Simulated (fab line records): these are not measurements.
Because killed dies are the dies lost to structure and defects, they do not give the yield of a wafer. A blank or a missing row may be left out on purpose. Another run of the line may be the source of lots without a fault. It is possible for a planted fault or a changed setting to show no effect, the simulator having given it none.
Chamber matching -- flow n5-finfet -- cvd-co-02 running N5_BEOL_M3_CO_CAP_55: 3 sister chambers
The step material Co, precursor CCTBA/H2, target thk 2 nm, time 102.1 s. 3 wafers are shown with their chamber, then 12 later ones without.

## WAFERS, EACH WITH ITS CHAMBER
wafer,chamber,heater-power-w (W)
L090.4,2,188
L090.5,1,192
L090.6,0,267

## WAFERS MISSING THEIR CHAMBER
wafer,heater-power-w (W)
L091.2,272
L091.4,184
L091.6,198
L093.2,194
L093.4,186
L093.5,277
L094.1,185
L094.4,182
L094.5,192
L096.2,185
L096.4,188
L096.5,179

## EACH ONE'S CHAMBER
wafer,from the rows above,in truth
L091.2,0,0
L091.4,can't be placed: 2 or 1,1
L091.6,can't be placed: 1 or 2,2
L093.2,can't be placed: 1 or 2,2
L093.4,can't be placed: 2 or 1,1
L093.5,0,0
L094.1,can't be placed: 2 or 1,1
L094.4,can't be placed: 2 or 1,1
L094.5,can't be placed: 1 or 2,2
L096.2,can't be placed: 2 or 1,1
L096.4,can't be placed: 2 or 1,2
L096.5,can't be placed: 2 or 1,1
Correct placement for 2 of the 12. Cannot be placed on the basis of these rows: 10; the candidates contain the true chamber in 10. 0 placed wrongly.
How it was worked out, from the rows above alone: a wafer's distance from a chamber is the root of the sum, over the readings, of the square of ((its reading less the chamber's mean) divided by the reading's scatter). If the next closest chamber is less than 2 further off than the closest, the wafer can't be placed; otherwise it belongs to the closest. Each chamber's mean is taken over the wafers shown for it. The scatter (one wafer shown for each chamber): square how far every hidden wafer sits from the nearest shown wafer, average those squares and take the square root.
